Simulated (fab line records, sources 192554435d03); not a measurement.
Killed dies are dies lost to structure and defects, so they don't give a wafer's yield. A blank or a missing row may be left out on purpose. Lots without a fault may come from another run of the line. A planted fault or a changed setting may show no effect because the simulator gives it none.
Chamber matching | flow n5_finfet | N5_BEOL_M3_ETCH_70 on rie_diel-02: 4 sister chambers
The step etches SOC in N2/H2, target depth 80 nm, overetch 16 nm, time 120 s. 18 wafers are shown with their chamber, then 9 later ones without.

WAFERS WITH THEIR CHAMBER
wafer  | chamber | showerhead_plenum_p_Torr (Torr) | throttle_valve_pct (%) | oes_product_au (a.u.)
L076.2 | 2       | 2.45                            | 17.72                  | 0.66
L076.3 | 1       | 2.50                            | 18.16                  | 0.54
L076.6 | 0       | 2.36                            | 18.25                  | 0.58
L078.2 | 0       | 2.36                            | 18.25                  | 0.58
L078.3 | 1       | 2.49                            | 18.16                  | 0.53
L078.4 | 0       | 2.36                            | 18.25                  | 0.58
L081.1 | 0       | 2.36                            | 18.25                  | 0.57
L081.3 | 1       | 2.49                            | 18.18                  | 0.54
L081.6 | 3       | 2.62                            | 17.49                  | 0.75
L082.1 | 0       | 2.36                            | 18.25                  | 0.58
L082.3 | 2       | 2.45                            | 17.73                  | 0.65
L082.4 | 3       | 2.62                            | 17.49                  | 0.75
L083.1 | 3       | 2.62                            | 17.47                  | 0.73
L083.4 | 0       | 2.36                            | 18.26                  | 0.57
L083.5 | 3       | 2.62                            | 17.49                  | 0.73
L089.1 | 0       | 2.35                            | 18.27                  | 0.57
L089.2 | 3       | 2.62                            | 17.51                  | 0.72
L089.3 | 2       | 2.44                            | 17.76                  | 0.63

SIGNATURES (means of the wafers above)
reading                  | chamber 0 | chamber 1 | chamber 2 | chamber 3 | scatter within a chamber
showerhead_plenum_p_Torr | 2.3586    | 2.4933    | 2.4467    | 2.6200    | 0.00396
throttle_valve_pct       | 18.2543   | 18.1667   | 17.7367   | 17.4900   | 0.0128
oes_product_au           | 0.5757    | 0.5367    | 0.6467    | 0.7360    | 0.0101
Rule: a wafer's distance from a chamber is the root of the sum, over the readings, of the square of ((its reading less the chamber's mean) divided by the reading's scatter). The wafer belongs to the nearest chamber; if the next one is less than 2 further off, it can't be placed. The scatter: the root of (the sum of the squares of (reading less its chamber's mean) over the shown wafers, divided by (wafers less chambers)).

WAFERS WITHOUT THEIR CHAMBER
wafer  | showerhead_plenum_p_Torr (Torr) | throttle_valve_pct (%) | oes_product_au (a.u.)
L093.2 | 2.61                            | 17.54                  | 0.70
L093.3 | 2.44                            | 17.78                  | 0.62
L093.4 | 2.44                            | 17.78                  | 0.62
L094.3 | 2.49                            | 17.71                  | 0.74
L094.4 | 2.44                            | 17.78                  | 0.62
L094.6 | 2.35                            | 18.30                  | 0.55
L097.2 | 2.35                            | 18.31                  | 0.55
L097.4 | 2.48                            | 17.70                  | 0.70
L097.6 | 2.61                            | 17.54                  | 0.69

WHICH CHAMBER EACH WENT THROUGH
wafer  | from the rows above | in truth
L093.2 | 3                   | 3
L093.3 | 2                   | 2
L093.4 | 2                   | 2
L094.3 | 2                   | 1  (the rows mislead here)
L094.4 | 2                   | 2
L094.6 | 0                   | 0
L097.2 | 0                   | 0
L097.4 | 2                   | 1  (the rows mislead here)
L097.6 | 3                   | 3
Placed correctly: 7 of 9. Can't be placed from these rows: 0. Placed wrongly: 2.
